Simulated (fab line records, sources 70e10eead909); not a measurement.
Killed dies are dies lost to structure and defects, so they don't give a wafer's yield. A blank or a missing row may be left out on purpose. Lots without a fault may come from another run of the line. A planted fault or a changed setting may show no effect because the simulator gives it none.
fab line records | flow nand_harc
record lots=14 wafers=42 last_day=25
route steps=1159 shown A_CHANNEL_HOLE_D1@451 A_BONDPAD@1073 THIN_TSV@1121 END@1159
lots that met no fault: from a run of the same line without faults
start_h: hours from the record's first day to the start of the lot's first wafer shown | wait_h: hours since the lot's step before | " the same as in the row above | L1.1+2: a row that stands for several wafers | - no value, or no start given | * or withheld: withheld | < > ~ a bound
route shown NAME@n: a module of which the file shows steps, and the number in the route of the first | usual: mean/standard deviation of fault-free wafers | same: alike in all rows | chamber/n: place in a boat | sites: the reading at each site | _std_site: their standard deviation | _edge_site: outer sites' mean less inner sites' | radius_mm: how far each site lies from the wafer's centre | mask NAME#n: copy n | behind: the tool/chamber that last shaped the wafer | hold: why the lot was held/for how many hours/how that ended | device: the transistor (n, p or np) that didn't switch | end of line: the same wafers' tests at the end of the route | a step without rows: its recipe alone | killed: dies lost to structure and defects at the first sort, not the wafer's yield | map: a wafer's dies, x killed, . not, _ none there
set.NAME: the setting as run; set.NAME@STEP: as run at that earlier step | model.NAME: the simulator's own value behind a step, which no gauge read
steps of the route over a sample of lots; a table a step, a row a wafer
services: from which hour (start_h, from the record's first day; less than 0 if before it) a tool's chamber was out of use, for how many hours, and why
## steps
# step NHARC_A_CHANNEL_HOLE_D1_DEP_01
# recipe target_thk_a=1400 target_thk_nm=140 temp_c=400 pressure_torr=3.5 flow_sccm=200 rf_w=350 material=SiON
# usual heater_power_w=784/93
# columns lot.wafer tool chamber start_h wait_h heater_power_w
L926.3 pecvd-01 0 160.60 1.0 966
L926.5 " 1 " " 771
L926.6 " 2 " " 766
L927.2 pecvd-01 2 183.52 1.3 839
L927.3 " 0 " " 945
L927.5 " 1 " " 749
L929.3 pecvd-04 1 184.20 1.3 722
L929.2 " 0 " " 693
L929.5 " 1 " " 725
L928.2 pecvd-04 0 184.43 1.6 715
L928.6 " 1 " " 892
L928.5 " 0 " " 736
L930.3 pecvd-01 0 204.06 1.0 963
L930.2 " 1 " " 666
L930.6 " 0 " " 972
L931.1 pecvd-01 0 204.46 1.8 876
L931.4 " 1 " " 795
L931.6 " 0 " " 863
L933.1 pecvd-04 1 222.83 1.6 770
L933.6 " 1 " " 789
L933.4 " 0 " " 873
L934.3 pecvd-04 0 223.96 1.0 732
L934.2 " 2 " " 869
L934.4 " 0 " " 750
L936.2 pecvd-01 1 236.18 1.3 753
L936.1 " 2 " " 794
L936.4 " 1 " " 769
L939.3 pecvd-04 1 248.90 1.0 729
L939.1 " 2 " " 826
L939.5 " 1 " " 748
L937.3 pecvd-04 0 249.30 1.0 839
L937.1 " 2 " " 830
L937.6 " 2 " " 828
L940.1 pecvd-04 0 249.65 1.6 850
L940.2 " 1 " " 765
L940.4 " 2 " " 802
L942.1 pecvd-01 0 268.77 1.6 938
L942.6 " 0 " " 951
L942.4 " 1 " " 699
L948.1 pecvd-01 2 303.93 1.6 659
L948.5 " 1 " " 745
L948.6 " 0 " " 942
# step NHARC_A_BONDPAD_OVL_MEAS_35
# usual overlay_x_nm=0/6.9 overlay_y_nm=-1/5.9
# columns lot.wafer tool chamber start_h wait_h overlay_x_nm overlay_y_nm
L926.3 overlay-02 - 408.40 - 7 5
L926.5 " - " " 7 4
L926.6 " - " " 6 5
L927.2 overlay-02 - 410.81 - 1 -5
L927.3 " - " " 2 -6
L927.5 " - " " 1 -6
L929.2 overlay-01 - 413.24 - -16 -2
L929.3 " - " " -15 -2
L929.5 " - " " -15 -2
L928.2 overlay-02 - 414.00 - 1 -2
L928.5 " - " " 1 -2
L928.6 " - " " 1 -3
L930.2 overlay-02 - 434.69 - -2 -8
L930.3 " - " " -2 -8
L930.6 " - " " -2 -9
L931.1 overlay-02 - 446.65 - 1 -1
L931.4 " - " " 2 -1
L931.6 " - " " 2 -1
L933.1 overlay-01 - 464.26 - -1 3
L933.4 " - " " -1 3
L933.6 " - " " -1 2
L934.2 overlay-01 - 469.71 - 0 -1
L934.3 " - " " 0 -2
L934.4 " - " " -1 -2
L936.1 overlay-01 - 471.25 - -11 -6
L936.2 " - " " -11 -6
L936.4 " - " " -12 -6
L940.1 overlay-01 - 484.59 - -6 -3
L940.2 " - " " -5 -3
L940.4 " - " " -5 -3
L937.1 overlay-02 - 488.55 - -2 1
L937.3 " - " " -1 2
L937.6 " - " " -1 2
L939.1 overlay-01 - 489.43 - 6 6
L939.3 " - " " 7 6
L939.5 " - " " 7 6
L942.1 overlay-02 - 496.13 - 1 -8
L942.4 " - " " 1 -7
L942.6 " - " " 1 -7
L948.1 overlay-01 - 554.76 - -9 5
L948.5 " - " " -9 5
L948.6 " - " " -8 5
# step NHARC_A_BONDPAD_ANNEAL_28
# recipe temp_c=225 time_s=90
# usual wafer_temp_C_max=226.1/0.31
# columns lot.wafer tool chamber start_h wait_h wafer_temp_C_max
L926.3 rtp_anneal-01 0 410.32 0.3 226.6
L926.5 " 0 " " 226.1
L926.6 " 0 " " 226.6
L927.2 rtp_anneal-02 0 412.75 0.4 226.0
L927.3 " 0 " " 225.6
L927.5 " 0 " " 225.9
L929.2 rtp_anneal-02 0 415.26 0.3 225.9
L929.3 " 0 " " 225.8
L929.5 " 0 " " 226.0
L928.2 rtp_anneal-02 0 415.86 - 226.1
L928.5 " 0 " " 226.4
L928.6 " 0 " " 225.7
L930.2 rtp_anneal-02 0 436.59 - 226.0
L930.3 " 0 " " 226.0
L930.6 " 0 " " 226.3
L931.1 rtp_anneal-01 0 448.63 - 226.4
L931.4 " 0 " " 225.8
L931.6 " 0 " " 226.3
L933.1 rtp_anneal-02 0 466.06 - 225.6
L933.4 " 0 " " 226.0
L933.6 " 0 " " 226.0
L934.2 rtp_anneal-02 0 471.59 0.4 226.2
L934.3 " 0 " " 226.1
L934.4 " 0 " " 226.3
L936.1 rtp_anneal-01 0 473.05 0.3 225.8
L936.2 " 0 " " 226.3
L936.4 " 0 " " 226.4
L940.1 rtp_anneal-01 0 486.74 0.3 226.1
L940.2 " 0 " " 226.5
L940.4 " 0 " " 226.0
L937.1 rtp_anneal-01 0 490.48 0.3 225.9
L937.3 " 0 " " 226.5
L937.6 " 0 " " 226.2
L939.1 rtp_anneal-01 0 491.25 - 226.8
L939.3 " 0 " " 226.9
L939.5 " 0 " " 226.0
L942.1 rtp_anneal-01 0 497.93 0.3 226.4
L942.4 " 0 " " 226.9
L942.6 " 0 " " 226.1
L948.1 rtp_anneal-01 0 556.56 0.3 226.4
L948.5 " 0 " " 226.4
L948.6 " 0 " " 226.3
# step NHARC_THIN_TSV_CD_MEAS_16
# usual cd_nm=999.9/1.7
# columns lot.wafer tool chamber start_h wait_h cd_nm
L926.3 cd_sem-03 - 427.77 0.1 1000.1
L926.5 " - " " 999.9
L926.6 " - " " 1000.2
L927.2 cd_sem-03 - 430.24 0.1 1001.1
L927.3 " - " " 1002.6
L927.5 " - " " 999.9
L929.2 cd_sem-02 - 431.47 0.1 1001.1
L929.3 " - " " 1000.2
L929.5 " - " " 1000.5
L928.2 cd_sem-01 - 435.11 0.1 1001.4
L928.5 " - " " 1000.1
L928.6 " - " " 1000.1
L930.2 cd_sem-02 - 451.56 0.1 997.0
L930.3 " - " " 994.7
L930.6 " - " " 997.8
L931.1 cd_sem-02 - 463.19 0.1 1000.6
L931.4 " - " " 999.0
L931.6 " - " " 1001.1
L933.1 cd_sem-03 - 480.48 0.1 998.3
L933.4 " - " " 998.6
L933.6 " - " " 998.1
L934.2 cd_sem-02 - 486.33 0.1 999.8
L934.3 " - " " 1000.5
L934.4 " - " " 1000.0
L936.1 cd_sem-03 - 487.15 0.1 997.7
L936.2 " - " " 996.8
L936.4 " - " " 995.9
L940.1 cd_sem-03 - 502.43 0.1 999.9
L940.2 " - " " 1000.3
L940.4 " - " " 998.8
L939.1 cd_sem-02 - 503.64 0.1 999.0
L939.3 " - " " 999.5
L939.5 " - " " 997.5
L937.1 cd_sem-03 - 504.85 0.1 1000.8
L937.3 " - " " 1001.0
L937.6 " - " " 1002.4
L942.1 cd_sem-02 - 514.18 0.1 1000.1
L942.4 " - " " 1001.9
L942.6 " - " " 998.9
L948.1 cd_sem-01 - 570.81 0.1 1002.9
L948.5 " - " " 1002.3
L948.6 " - " " 1000.6
# step NHARC_END_SORT_01
# recipe temp_c=25
# usual killed_at_array=28/8.9 killed_at_other=0.8/1.2 killed_at_periphery=3.3/2.3 killed_dies=32/9.4 killed_open=3.2/1.8 killed_short=1.9/1.4
# same gross_dies=677
# columns lot.wafer tool chamber start_h wait_h killed_at_array killed_at_other killed_at_periphery killed_dies killed_open killed_short
L940.1 prober-01 0 517.53 2.5 250 0 1 251 4 3
L940.2 prober-01 0 518.32 2.8 260 2 4 266 5 2
L940.4 prober-01 0 519.91 3.4 33 1 2 36 4 5
L937.1 prober-01 0 525.25 2.5 257 1 1 259 2 4
L937.3 prober-01 0 526.85 3.1 20 0 2 22 2 1
L937.6 prober-01 0 529.24 4.0 275 1 1 277 6 1
# killed by level:class
L940.1 A_CHANNEL_HOLE_D1:area_dep=215 A_CHANNEL_HOLE_D1:chamber_film_flake=19 A_STAIRCASE:chamber_film_flake=6 A_CONTACT:chamber_film_flake=3 A_ONON_D1:geometric_particle:short=2 A_CONTACT:geometric_particle:open=2 A_SOURCE_PLATE:geometric_particle:open=1 A_CHANNEL_FILL_D1:geometric_particle:short=1
L940.2 A_CHANNEL_HOLE_D1:area_dep=236 A_CHANNEL_HOLE_D1:chamber_film_flake=12 A_STAIRCASE:chamber_film_flake=3 A_CHANNEL_FILL_D1:geometric_particle:open=2 A_CONTACT:chamber_film_flake=2 THIN_TSV:chamber_film_flake=2 P_CONTACT:geometric_particle:short=1 P_CONTACT:geometric_particle:open=1
L940.4 A_CHANNEL_HOLE_D1:chamber_film_flake=21 A_STAIRCASE:chamber_film_flake=5 A_ONON_D1:geometric_particle:open=2 A_CHANNEL_FILL_D1:geometric_particle:short=2 P_CONTACT:geometric_particle:short=1 A_CHANNEL_HOLE_D1:geometric_particle:open=1 A_WL_FILL:geometric_particle:short=1 A_WL_FILL:geometric_particle:open=1
L937.1 A_CHANNEL_HOLE_D1:area_dep=225 A_SLIT:chamber_film_flake=15 A_STAIRCASE:chamber_film_flake=5 A_CONTACT:chamber_film_flake=4 A_CHANNEL_HOLE_D1:chamber_film_flake=3 A_CHANNEL_HOLE_D1:geometric_particle:open=2 P_M0:geometric_particle:short=1 A_ONON_D1:geometric_particle:short=1
L937.3 A_SLIT:chamber_film_flake=10 A_CHANNEL_HOLE_D1:chamber_film_flake=4 A_STAIRCASE:chamber_film_flake=4 P_GATE:geometric_particle:open=1 P_M0:geometric_particle:short=1 A_CONTACT:geometric_particle:open=1 A_WL_FILL:chamber_film_flake=1
L937.6 A_CHANNEL_HOLE_D1:area_dep=249 A_SLIT:chamber_film_flake=13 A_CHANNEL_HOLE_D1:chamber_film_flake=4 A_CHANNEL_FILL_D1:geometric_particle:open=3 A_CONTACT:chamber_film_flake=2 P_GATE:geometric_particle:open=1 A_CHANNEL_FILL_D1:geometric_particle:short=1 A_CONTACT:geometric_particle:open=1
## services
# columns tool chamber start_h hours kind
pecvd-01 - 152.58 4.9 repair
pecvd-01 0 191.02 3.6 repair
pecvd-04 - 195.82 13.0 pm
pecvd-04 0 195.82 13.0 vent_cycle
pecvd-04 1 195.82 13.0 vent_cycle
pecvd-04 2 195.82 13.0 vent_cycle
pecvd-04 0 208.82 - clean
pecvd-04 1 208.82 - clean
pecvd-04 2 208.82 - clean
pecvd-01 - 216.68 0.8 repair
pecvd-01 - 237.00 13.0 pm
pecvd-01 0 237.00 13.0 vent_cycle
pecvd-01 1 237.00 13.0 vent_cycle
pecvd-01 2 237.00 13.0 vent_cycle
pecvd-01 0 250.00 - clean
pecvd-01 1 250.00 - clean
pecvd-01 2 250.00 - clean
rtp_anneal-02 - 300.00 12.0 pm
pecvd-04 - 376.82 13.0 pm
pecvd-04 0 376.82 13.0 vent_cycle
pecvd-04 1 376.82 13.0 vent_cycle
pecvd-04 2 376.82 13.0 vent_cycle
pecvd-01 - 418.00 13.0 pm
pecvd-04 2 496.44 7.3 repair
## key
first_sign step=NHARC_END_SORT_01 reading=killed_at_array direction=up sigmas=26 usual=28 struck=260
effect step=NHARC_END_SORT_01 reading=killed_dies direction=up sigmas=25 usual=32 struck=263
more_kills_born_at NHARC_A_CHANNEL_HOLE_D1_DEP_01@pecvd-04=925
met_at NHARC_A_CHANNEL_HOLE_D1_DEP_01
struck_lots L937,L940
struck_wafers L937.1,L937.6,L940.1,L940.2
tester_left_out L937,L940
not_acting_at NHARC_A_BONDPAD_OVL_MEAS_35,NHARC_A_BONDPAD_ANNEAL_28,NHARC_THIN_TSV_CD_MEAS_16
fault kind=process_parameter_drift tool=pecvd-04 chamber=- onset_h=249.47 steps=NHARC_A_CHANNEL_HOLE_D1_DEP_01 channel=target_thk_a offset=* shape=step end_h=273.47 scope=struck_wafers_only acts_in=* stated=*
# tester_left_out: of these lots the tester's yield and bins aren't shown, on N5 and GAA mostly nor the transistor test; their killed dies are dies lost to structure and defects alone, not to doping, threshold or leakage, so they don't give the yield
